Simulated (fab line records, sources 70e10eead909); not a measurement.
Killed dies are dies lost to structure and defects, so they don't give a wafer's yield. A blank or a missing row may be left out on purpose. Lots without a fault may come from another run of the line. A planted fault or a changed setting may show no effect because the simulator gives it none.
Problem report in the 8D (eight disciplines) form, filled by code | flow nand_harc | the parts of the form that need people (team, actions taken, sign-off) are left out

1. THE PROBLEM
oes_product_au at NHARC_A_BLC_ETCH_18 reads a mean of 1.173 a.u. on 3 wafers of 3 lots; wafers without a fault read 0.960 a.u. with a standard deviation of 0.019. That is +11 standard deviations from the usual mean.
The step: etches the open film in C4F8/O2/Ar, target depth 910 nm.
First seen on wafer L375.1, day 29 15:22, on rie_diel-07. The record holds 34 wafers of 12 lots with a number at this step. Rule for "out", or "out of limits": more than 4 standard deviations from the usual mean. The other wafers with a number count as sound.

2. WHAT IT IS AND WHAT IT IS NOT
question                    | is                     | is not
which readings at this step | oes_product_au         | rf_vpp_V
which lots                  | L375, L378, L379       | L363, L364, L365, L366, L367, L368, L369, L381, L384
which wafers of those lots  | L375.1, L378.5, L379.5 | L375.3, L378.6, L379.4, L379.6
read on which tools         | rie_diel-07            | rie_diel-08, rie_diel-13
when                        | from day 29 15:22      | up to then (22 sound wafers); but 9 sound wafers of L378, L379, L381, L384 came after

3. SUSPECTS, AND WHAT RULES EACH OUT
Counting: a tool at a process step up to the reading stays a suspect if it ran every lot that is out. Sound lots after the first of them don't rule it out here, since some wafers of a struck lot are sound.
- rie_diel-07 at NHARC_A_BLC_ETCH_16 (etches the open film in CF4, target depth 39 nm, time 65 s): kept. It ran every lot that is out, first L375 (day 29 14:50); its last sound lot up to then is L368 (day 25 22:01).
- rie_diel-07 at NHARC_A_BLC_ETCH_17 (etches the open film in N2/H2, target depth 390 nm, time 609.38 s): kept. It ran every lot that is out, first L375 (day 29 15:22); its last sound lot up to then is L368 (day 25 22:32). NHARC_A_BLC_ETCH_17 gives no start for some lots, so the hours and the order of its lots are those of NHARC_A_BLC_ETCH_18.
- rie_diel-07 at NHARC_A_BLC_ETCH_18 (etches the open film in C4F8/O2/Ar, target depth 910 nm): kept. It ran every lot that is out, first L375 (day 29 15:22); its last sound lot up to then is L368 (day 25 22:32). Its own readings are out on those wafers: oes_product_au.
Left after counting: rie_diel-07 at NHARC_A_BLC_ETCH_16, rie_diel-07 at NHARC_A_BLC_ETCH_17, rie_diel-07 at NHARC_A_BLC_ETCH_18.

4. THE CAUSE (what the simulator had put in)
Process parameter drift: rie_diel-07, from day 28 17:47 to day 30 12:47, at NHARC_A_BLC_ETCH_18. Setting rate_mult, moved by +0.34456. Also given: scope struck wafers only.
Counting left 3 suspects, and this tool is among them.

5. THE CHAIN OF EFFECTS, in route order
Each row: a reading whose mean over the struck wafers that have a number lies more than 3 standard deviations from the usual. Only readings for which the record gives a usual standard deviation are gone through. hours: the time from each lot's start at the first step in this table that gives one to its start at this step, as a median over the lots. sigmas: the change in usual standard deviations.
hours | step                | reading        | usual      | on struck wafers | change | sigmas
0     | NHARC_A_BLC_ETCH_18 | oes_product_au | 0.960 a.u. | 1.173            | +0.213 | +11
The process steps in it:
- NHARC_A_BLC_ETCH_18: etches the open film in C4F8/O2/Ar, target depth 910 nm.

6. WHAT WOULD HAVE CAUGHT IT SOONER
In this record the first reading out of limits was taken at day 29 15:22, 22 hours after the fault began at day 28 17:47.
